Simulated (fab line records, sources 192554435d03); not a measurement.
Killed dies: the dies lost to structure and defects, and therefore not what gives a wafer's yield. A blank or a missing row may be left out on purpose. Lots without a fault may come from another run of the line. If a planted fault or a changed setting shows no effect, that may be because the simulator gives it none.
A struck lot beside a sound one -- flow n5_finfet -- 26 steps out of a route of 1938
Sound: the wafers L246.3, L246.4, L246.5. The struck wafers were L257.1, L257.5, L257.6. At the end, the cause is stated.
Each step with rows lists, per side, the tool, then ch with its chambers, then its first start. Under that, the readings that differ: sound wafers -- struck wafers -- difference of the means -- sigmas: that difference in standard deviations of wafers without a fault.
alike: words and numbers the same on both sides, and readings whose means are apart by under 2 such deviations; not compared: readings that were withheld, readings missing a value for some wafer, numbers with overlapping values and no deviation given by the record, and bounds like >300 which may hide the same value.
Wherever a step has rows on one side only, a row that says differs or no value, or a row with sigmas, the two part there. When numbers do not overlap yet have no deviation, they are printed without sigmas and do not part them. A reading that every wafer of one side lacks parts them only if that side has two wafers or more.

first, 10 steps without rows for these wafers: N5_BEOL_M4_DESCUM_16 (chemistry O2, time 7 s); N5_BEOL_M4_ETCH_74 (etches underlayer in N2/H2, target depth 6.5 nm, time 5.2 s); N5_BEOL_M4_ETCH_63 (etches SiARC in CF4, target depth 15.6 nm, time 26 s); N5_BEOL_M4_ETCH_64 (etches SOC in N2/H2, target depth 75 nm, overetch 22.5 nm, time 121.9 s); N5_BEOL_M4_STRIP_65 (strips in N2/H2); N5_BEOL_M4_STRIP_75 (strips in N2/H2); N5_BEOL_M4_STRIP_66 (strips in CF4); N5_BEOL_M4_HM_OPEN_17 (chemistry Cl2/BCl3, target TiN, target depth 20 nm, overetch 6 nm); N5_BEOL_M4_STRIP_19 (strips in O2); N5_BEOL_M4_COAT_67 (time 60 s, resist thk 60 nm).
N5_BEOL_M4_COAT_68: time 60 s, resist thk 12 nm.
  sound on litho_track-01 ch 0, day 8 09:13; struck on litho_track-01 ch 0, day 10 23:25
reading,sound,struck,difference,sigmas
spin_speed_rpm (rpm),1502.0 1502.3 1500.7,1658.1 1658.6 1657.2,+156.3,+99 or more
model.SiARC_of_BEOL_M4_COAT_68.thk_nm (nm),12 12 12,11.4 11.4 11.4,-0.6,
then, 9 steps without rows for these wafers: N5_BEOL_M4_COAT_76 (time 60 s, resist thk 5 nm); N5_BEOL_M4_COAT_22 (resist thk 30 nm); N5_BEOL_M4_EBR_24; N5_BEOL_M4_SOFTBAKE_23 (time 60 s); N5_BEOL_M4_EXPOSE_25 (exposes mask V3, defocus 5 nm); N5_BEOL_M4_PEB_26 (peb time 60 s); N5_BEOL_M4_DEVELOP_27 (develop time 30 s); N5_BEOL_M4_DESCUM_33 (chemistry O2, time 7 s); N5_BEOL_M4_ETCH_77 (etches underlayer in N2/H2, target depth 6.5 nm, time 5.2 s).
N5_BEOL_M4_ETCH_69: etches SiARC in CF4, target depth 15.6 nm, time 26 s.
  sound on rie_diel-05 ch 0,2,3, day 8 09:40; struck on rie_diel-05 ch 0,3, day 10 23:52
reading,sound,struck,difference,sigmas
etch_rf_on_time_s (s),26.4 26.3 26.7,24.4 24.3 25.3,-1.8,-3
oes_product_au (a.u.),0.61 0.60 0.57,0.83 0.84 0.59,+0.16,+2
model.etch.depth_nm (nm),11.98 12.02 11.98,11.4 11.41 11.39,-0.6,
model.CAR-EUV_of_BEOL_M4_COAT_22.thk_nm (nm),11.2 11 11,11.6 11.6 11.6,+0.5,
  alike: drypump_motor_current_A, rf_vpp_V, showerhead_plenum_p_Torr, throttle_valve_pct
  not compared: rf_hours_counter_h
then, 1 step without rows for these wafers: N5_BEOL_M4_ALD_98 (deposits SiO2, target thk 2.5 nm, pulse time 1 s, co reactant pulse time 1 s).
N5_BEOL_M4_ETCHBACK_99: etches SiO2 in CHF3, target depth 5 nm, time 10.4 s.
  sound on rie_diel-05 ch 0,1,2, day 8 13:05; struck on rie_diel-03 ch 1,2, day 11 01:34
reading,sound,struck,difference,sigmas
model.CAR-EUV_of_BEOL_M4_COAT_22.thk_nm (nm),10.4 10.4 10.4,10.8 10.8 11,+0.5,
  alike: drypump_motor_current_A, oes_product_au, rf_vpp_V, showerhead_plenum_p_Torr, throttle_valve_pct
  not compared: rf_hours_counter_h
N5_BEOL_M4_ETCH_70: etches SOC in N2/H2, target depth 80 nm, overetch 24 nm, time 130 s.
  sound on rie_diel-05 ch 0,1,2, day 8 13:07; struck on rie_diel-03 ch 1,2, day 11 01:36
reading,sound,struck,difference,sigmas
model.SiARC_of_BEOL_M4_COAT_68.thk_nm (nm),6 6 6,5.4 5.2 5.4,-0.7,
  alike: drypump_motor_current_A, oes_product_au, rf_vpp_V, showerhead_plenum_p_Torr, temp_c, throttle_valve_pct
  not compared: rf_hours_counter_h
then, 1 step without rows for these wafers: N5_BEOL_M4_STRIP_71 (strips in N2/H2).
N5_BEOL_M4_RC_MEAS_101:
  sound on prober-02 ch 0, day 8 19:37; struck on prober-02 ch 0, day 11 07:30
  alike: DIBL_N, DIBL_P, IOFF_N, IOFF_P, ION_N, ION_P, SS_N, SS_P, VT_N, VT_P

== WHERE THEY PART ==
First at N5_BEOL_M4_COAT_68; last, within this record, at N5_BEOL_M4_ETCH_69. Later steps at which nothing parts them and some readings are alike: N5_BEOL_M4_ETCHBACK_99, N5_BEOL_M4_ETCH_70, N5_BEOL_M4_RC_MEAS_101.

WHY: whatever the simulator had introduced
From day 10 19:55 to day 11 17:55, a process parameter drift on litho_track-01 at N5_BEOL_M4_COAT_68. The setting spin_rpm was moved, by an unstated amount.
